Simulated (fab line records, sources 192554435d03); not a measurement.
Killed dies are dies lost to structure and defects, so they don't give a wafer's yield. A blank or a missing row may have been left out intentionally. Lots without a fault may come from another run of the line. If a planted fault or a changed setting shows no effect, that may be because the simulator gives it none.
A struck lot beside a sound one :: flow n5 finfet :: 15 steps out of a route of 1938
Sound: these wafers, L827.2, L827.3, L827.4. Wafers struck: L839.1, L839.2, L839.3. The cause is named last.
At each step with rows: each side's tool, then ch and its chambers, then its first start. Under that, the readings that differ: sound wafers :: struck wafers :: difference of the means :: sigmas: that difference in standard deviations of wafers without a fault.
alike: same words and numbers on both sides, and readings whose means sit less than 2 such deviations apart. not compared: any withheld reading, any reading some wafer has no value for, any bound like >300 that may hide the same value, and any number with overlapping values for which the record gives no deviation.
A row with sigmas, a row that says differs or no value, or rows on one side alone: a step with any of these is where the two part. Numbers that don't overlap but have no deviation are shown without sigmas and don't part them. A reading that every wafer of one side lacks parts them only if that side has two wafers or more.

N5_BEOL_M13_CMP_49: polishes, stops on SiOC, t overpolish 17.1 s, target thk 420 nm.
  sound on cmp-03 ch 0,1,2, day 13 07:39; struck on cmp-01 ch 0,2,3, day 16 09:05
  alike: barrier field endpoint s, clearing platen rpm, head pressure psi, motor current A, overpolish run s, platen rpm
N5_BEOL_M13_THK_MEAS_50: measures by xrf.
  struck on film metro-02, day 16 09:23; sound on film metro-02, day 13 07:56
  alike: M13_THK
then, 1 step without rows for these wafers: N5_BEOL_M13_PRE_CLEAN_52 (time 15 s).
N5_BEOL_M13_DEP_53: deposits SiCN from 3MS/NH3, target thk 50 nm, time 17.8 s.
  sound on pecvd-04 ch 0,2, day 13 08:01; struck on pecvd-04 ch 0,1,2, day 16 09:27
  alike: showerhead plenum p Torr, throttle valve pct
N5_BEOL_M13_RS_MEAS_54: uses a four-point probe to measure.
  struck on film metro-01, day 16 09:31; sound on film metro-01, day 13 08:06
  alike: M13_RS
N5_BEOL_M13_INSPECT_55: inspects for defects (darkfield).
  struck on defect inspect-02, day 16 09:32; sound on defect inspect-01, day 13 08:08
  alike: raw defect count
N5_BEOL_M14_ILD_DEP_00: deposits SiO2 from TEOS/O2, target thk 1119.3 nm, time 237.4 s.
  sound on pecvd-04 ch 0,2, day 13 08:10; struck on pecvd-01 ch 0,1,2, day 16 09:35
  alike: heater power w, showerhead plenum p Torr, throttle valve pct
N5_BEOL_M14_THK_MEAS_01:
  struck on film metro-01, day 16 09:46; sound on film metro-01, day 13 08:26
  alike: M14_ILD_THK
then, 4 steps without rows for these wafers: N5_BEOL_M14_COAT_58 (time 60 s, resist thk 89 nm); N5_BEOL_M14_COAT_04 (resist thk 800 nm); N5_BEOL_M14_EBR_06; N5_BEOL_M14_SOFTBAKE_05 (time 60 s).
N5_BEOL_M14_EXPOSE_07: exposes mask V13.
  sound on krf scanner-01 ch 0, day 13 08:47; struck on krf scanner-01 ch 0, day 16 09:54
reading: exposure dose mJ cm2
sound: 56.96 57.00 57.01
struck: 58.03 57.97 58.04
difference: +1.02
sigmas: +18
  alike: mask, stage vel mm s
then, 1 step without rows for these wafers: N5_BEOL_M14_PEB_08 (peb time 90 s).
N5_PASSIVATION_PROBE_49:
  the record has rows for the sound wafers here (prober-01, day 14 13:10) and none for the struck ones

## WHERE THEY PART
Last at N5_PASSIVATION_PROBE_49 as far as this record goes, first at N5_BEOL_M14_EXPOSE_07.

WHY: the cause the simulator had injected
Drift in process parameters on krf scanner-01 at N5_BEOL_M14_EXPOSE_07, starting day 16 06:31. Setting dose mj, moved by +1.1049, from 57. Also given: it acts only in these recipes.
